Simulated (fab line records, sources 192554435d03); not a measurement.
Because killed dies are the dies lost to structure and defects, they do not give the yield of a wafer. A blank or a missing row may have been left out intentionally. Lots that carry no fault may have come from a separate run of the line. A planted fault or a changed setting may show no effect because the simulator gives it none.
A struck lot beside a sound one | flow n5 finfet | 38 out of 1938 route steps
Sound: the wafers L866.3, L866.4, L866.5. Struck: wafer L863.1; the same lot's L863.5 was not struck, so it is left out; see the end for the cause.
Per side, at each step with rows, come the tool, then ch with its chambers, and then its first start. Under that, the readings that differ: sound wafers | struck wafers | difference of the means | sigmas: that difference in standard deviations of wafers without a fault.
alike: words and numbers the same on both sides, and readings whose means are apart by under 2 such deviations; not compared: readings that were withheld, readings missing a value for some wafer, numbers with overlapping values and no deviation given by the record, and bounds like >300 which may hide the same value.
A row with sigmas, a row that says differs or no value, or rows on one side alone: a step with any of these is where the two part. Numbers that have no deviation but don't overlap get no sigmas and don't part them. A reading that every wafer of one side lacks parts them only if that side has two wafers or more.

first, 9 steps without rows for these wafers: N5_MOL_CONTACT_COAG_PRE_CLEAN_142 (time 60 s); N5_MOL_CONTACT_COAG_SPUTTER_130 (material Co, target thk 47.5 nm); N5_MOL_CONTACT_COAG_PRECLEAN_125 (cleans in DIW, time 57.5 s); N5_MOL_CONTACT_COAG_SRD_126 (dry time 32 s); N5_MOL_CONTACT_COAG_CMP_23 (polishes, stops on SiO2, t overpolish 1.5 s, target thk 0 nm); N5_MOL_CONTACT_COAG_WET_ETCH_26 (target Co, target depth 13 nm); N5_MOL_CONTACT_COAG_WET_ETCH_116 (etches the open film in SC1-inhibited, target depth 4.6 nm, rinse time 30 s); N5_MOL_CONTACT_COAG_ALD_27 (deposits SiOC, target thk 17 nm, pulse time 1.5 s, time 2720 s); N5_MOL_CONTACT_COAG_CMP_28 (polishes, stops on SiNx, t overpolish 0.85 s, target thk 14.522 nm).
N5_MOL_CONTACT_COAG_ALD_123: deposits SiNx, target thk 5 nm, pulse time 1 s, purge time 2 s.
  sound on ald sin-03 ch 0,2,3, day 10 15:44; struck on ald sin-01 ch 0, day 9 19:41
  reading                                            | sound       | struck | difference | sigmas
  ald cycles                                         | 100 100 100 | 68     | -32        |
  model.SiNx_of_MOL_CONTACT_COAG_ALD_123.thk nm (nm) | 5 5 5       | 3.4    | -1.6       |
  alike: heater power w, precursor pulse height rel
then, 26 steps without rows for these wafers: N5_MOL_CONTACT_COAG_PECVD_31 (deposits SiO2 from TEOS/O2, target thk 46 nm, time 8.9 s); N5_MOL_CONTACT_COAG_COAT_75 (time 60 s, resist thk 60 nm); N5_MOL_CONTACT_COAG_COAT_76 (time 60 s, resist thk 10 nm); N5_MOL_CONTACT_COAG_COAT_77 (time 60 s, resist thk 10 nm); N5_MOL_CONTACT_COAG_COAT_78 (resist thk 40 nm); N5_MOL_CONTACT_COAG_EBR_80; N5_MOL_CONTACT_COAG_SOFTBAKE_79 (time 60 s); N5_MOL_CONTACT_COAG_EXPOSE_81 (exposes mask VG, defocus 0 nm); N5_MOL_CONTACT_COAG_PEB_82 (peb time 60 s); N5_MOL_CONTACT_COAG_DEVELOP_83 (develop time 30 s); N5_MOL_CONTACT_COAG_DESCUM_88 (chemistry O2, time 7 s); N5_MOL_CONTACT_COAG_ETCH_89 (etches underlayer in N2/H2, target depth 13 nm, time 10.4 s); N5_MOL_CONTACT_COAG_ETCH_90 (etches SiARC in CF4, target depth 13 nm, time 21.7 s); N5_MOL_CONTACT_COAG_ALD_131 (deposits SiO2, target thk 5 nm, pulse time 1 s, co reactant pulse time 1 s); N5_MOL_CONTACT_COAG_ETCHBACK_132 (etches SiO2 in CHF3, target depth 10 nm, time 6.7 s); N5_MOL_CONTACT_COAG_ETCH_91 (etches SOC in N2/H2, target depth 60 nm, overetch 21 nm, time 101.2 s); N5_MOL_CONTACT_COAG_STRIP_92 (strips in N2/H2); N5_MOL_CONTACT_COAG_STRIP_93 (strips in N2/H2); N5_MOL_CONTACT_COAG_ETCHBACK_135 (etches SiO2 in CHF3, target depth 25 nm, time 16.7 s); N5_MOL_CONTACT_COAG_STRIP_118 (strips in CHF3); N5_MOL_CONTACT_COAG_VIA_ETCH_46 (etches SiO2 in C4F6/O2, target depth 46 nm, overetch 9.2 nm, time 40 s); N5_MOL_CONTACT_COAG_STRIP_96 (strips in N2/H2); N5_MOL_CONTACT_COAG_ETCH_47 (etches SiNx in CH3F/O2, stops on W, target depth 27 nm); N5_MOL_CONTACT_COAG_STRIP_119 (strips in N2/H2, time 30 s); N5_MOL_CONTACT_COAG_PRECLEAN_144 (cleans in alkaline clean, time 60 s); N5_MOL_CONTACT_COAG_SRD_145 (time 30 s).
N5_MOL_CONTACT_COAG_ETCH_124: etches SiNx in CH3F/O2, stops on SiOC, target depth 6.5 nm.
  sound on rie diel-04 ch 1,3, day 10 18:55; struck on rie diel-05 ch 2, day 9 22:45
  reading                  | sound             | struck | difference | sigmas
  model.etch.depth nm (nm) | 5.002 5.026 5.015 | 3.403  | -1.611     |
  alike: drypump motor current A, oes_o_777_au, oes product au, rf vpp V, showerhead plenum p Torr, throttle valve pct
  not compared: rf hours counter h
-- a jump in the record: the struck wafers' starts before and after are 3 days apart (it breaks off in module MOL_CONTACT_COAG and resumes in module BEOL_M4, where the first step shown is number 1111 of the route) --
N5_BEOL_M4_RC_MEAS_101:
  sound on prober-01 ch 0, day 13 06:36; struck on prober-01 ch 0, day 12 14:37
  reading       | sound          | struck | difference | sigmas
  SS_N (mV/dec) | 72.0 72.5 71.4 | 70.6   | -1.4       | -3
  alike: DIBL_N, DIBL_P, IOFF_N, IOFF_P, ION_N, ION_P, SS_P, VT_N, VT_P

## WHERE THEY PART
N5_BEOL_M4_RC_MEAS_101 only, going by this record.

WHY: whatever the simulator had introduced
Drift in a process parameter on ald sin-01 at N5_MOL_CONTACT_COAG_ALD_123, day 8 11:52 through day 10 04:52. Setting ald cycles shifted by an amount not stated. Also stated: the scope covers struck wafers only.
